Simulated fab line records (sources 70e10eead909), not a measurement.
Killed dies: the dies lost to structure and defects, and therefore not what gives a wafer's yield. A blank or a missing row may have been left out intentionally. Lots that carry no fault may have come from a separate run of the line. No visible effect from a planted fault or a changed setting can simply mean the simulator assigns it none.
Problem report, 8D (eight disciplines) form, completed by code ; flow nand_harc ; the parts of the form that need people (team, actions taken, sign-off) are left out

## 1. WHAT IS WRONG
A mean of 0.830 a.u. is read at NHARC_A_CHANNEL_HOLE_D1_ETCH_38 for oes_product_au, taken on 1 wafer of 1 lot, against 0.999 a.u. (standard deviation 0.0064) on wafers free of any fault. That is -26 standard deviations from the usual mean.
The step: etches the open film in CF4, target depth 39 nm, time 65 s.
First observed at day 9 20:52: wafer L661.5, on rie_diel-10. The record holds 36 wafers of 12 lots with a number at this step. The rule behind "out" and "out of limits": a value lying over 4 standard deviations away from the usual mean. Any other wafer with a number is counted as sound.

## 2. WHAT IT IS AND WHAT IT IS NOT
question;is;is not
which readings at this step;oes_product_au;drypump_motor_current_A, rf_vpp_V, showerhead_plenum_p_Torr, throttle_valve_pct
which lots;L661;L655, L659, L668, L670, L671, L673, L674, L675, L676, L677, L678
which wafers of those lots;L661.5;L661.3, L661.4
read on which tools;rie_diel-10;rie_diel-01, rie_diel-02
when;from day 9 20:52;"up to then (8 sound wafers); but 27 sound wafers of L668, L670, L671, L673, L674, L675, L676, L677, L678 came after"

## 3. WHAT RULES OUT EACH SUSPECT
Counting: a tool at a process step up to the reading stays a suspect if it ran every lot that is out. Sound lots after the first of them don't rule it out here, since some wafers of a struck lot are sound.
- pecvd-01 at NHARC_A_ONON_D1_DEP_33 (deposits SiO2, target thk 200 nm): kept. It ran the lot that is out, L661 (day 9 16:59); its last sound lot up to then is L655 (day 7 23:56).
- rie_diel-10 at NHARC_A_CHANNEL_HOLE_D1_ETCH_38 (etches the open film in CF4, target depth 39 nm, time 65 s): kept. It ran the lot that is out, L661 (day 9 20:52). Out on those wafers are its own readings of oes_product_au.
- Within pecvd-01 at NHARC_A_ONON_D1_DEP_33, the wafers that are out were processed in chamber 1 and their sound lot-mates in chamber 2.
- At NHARC_A_CHANNEL_HOLE_D1_ETCH_38, inside rie_diel-10: chamber 0 took the wafers that are out, while their sound lot-mates went through chambers 1, 3.
After counting, pecvd-01 at NHARC_A_ONON_D1_DEP_33 and rie_diel-10 at NHARC_A_CHANNEL_HOLE_D1_ETCH_38 remain.

## 4. THE CAUSE (what the simulator had put in)
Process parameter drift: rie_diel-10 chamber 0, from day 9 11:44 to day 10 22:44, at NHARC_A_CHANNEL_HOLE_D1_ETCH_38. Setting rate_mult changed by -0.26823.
Counting left 2 suspects, and this tool is among them.

## 5. THE CHAIN OF EFFECTS, in route order
Each row: a reading whose mean over the struck wafers that have a number lies more than 3 standard deviations from the usual. Readings are gone through only where the record gives a usual standard deviation; hours: the median, over the lots, of the time from a lot's start at the first step in this table giving one to that lot's start at this step; sigmas: the change measured in usual standard deviations.
hours;step;reading;usual;on struck wafers;change;sigmas
0;NHARC_A_CHANNEL_HOLE_D1_ETCH_38;oes_product_au;0.999 a.u.;0.830;-0.169;-26
It contains these process steps:
- NHARC_A_CHANNEL_HOLE_D1_ETCH_38: etches the open film in CF4, target depth 39 nm, time 65 s.

## 6. WHAT WOULD HAVE CAUGHT IT SOONER
In this record no reading fell out of limits until day 9 20:52, 9 hours after the fault had begun at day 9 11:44.
